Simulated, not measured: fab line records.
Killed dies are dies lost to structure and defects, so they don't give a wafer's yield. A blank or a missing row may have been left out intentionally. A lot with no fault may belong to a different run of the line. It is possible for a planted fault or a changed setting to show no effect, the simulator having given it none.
Which tool was responsible? + flow nand_harc + Sampling: 6 lots, 18 wafers, 2 of 1159 route steps

WHAT THE GAUGES READ, wafer by wafer
NHARC_P_M1_THK_MEAS_24: measures by xrf.
| lot  | measured     | on            | thk_nm (nm)       |
|------|--------------|---------------|-------------------|
| L888 | day 7 02:02  | film_metro-02 | 160.6 158.9 162.0 |
| L890 | day 7 22:52  | film_metro-02 | 156.0 157.8 160.7 |
| L895 | day 9 14:07  | film_metro-01 | 158.5 157.1 155.6 |
| L902 | day 10 12:27 | film_metro-02 | 159.2 156.7 155.9 |
| L905 | day 11 08:16 | film_metro-02 | 157.3 160.2 159.4 |
| L907 | day 11 23:59 | film_metro-02 | 158.5 158.7 156.4 |

WHAT TOOL EACH LOT RAN ON (gives the tool, then ch and the chambers of the sampled wafers, and finally the start)
| lot  | NHARC_P_M1_CMP_23             |
|------|-------------------------------|
| L888 | cmp-04 ch 0,1, day 7 01:43    |
| L890 | cmp-01 ch 0,1,3, day 7 22:36  |
| L895 | cmp-03 ch 2,3, day 9 13:50    |
| L902 | cmp-03 ch 2,3, day 10 12:10   |
| L905 | cmp-04 ch 0,1, day 11 07:57   |
| L907 | cmp-04 ch 0,1,2, day 11 23:41 |
- NHARC_P_M1_CMP_23: polishes, t overpolish 20 s, target thk 157.82 nm.

THE ANSWER, worked out from the rows above alone
Rule: the lots themselves supply what counts as usual. The widest of any qualifying gaps counts: lots, ordered by their means at a reading, are off when they make up no more than a third of the lots, leave a main group of 4 or more, and stand apart from it by 3 or more times the standard deviation of that group's means. The tables above print the reading to a certain number of digits; a main group whose means all agree to those digits is not used. Also off: a lot with no number at a reading for which 4 or more lots have one. All remaining lots with rows at the step are treated as sound.
No lot is off on any of the readings shown, so nothing can be concluded from this.

WHAT THE SIMULATOR HAD INSERTED
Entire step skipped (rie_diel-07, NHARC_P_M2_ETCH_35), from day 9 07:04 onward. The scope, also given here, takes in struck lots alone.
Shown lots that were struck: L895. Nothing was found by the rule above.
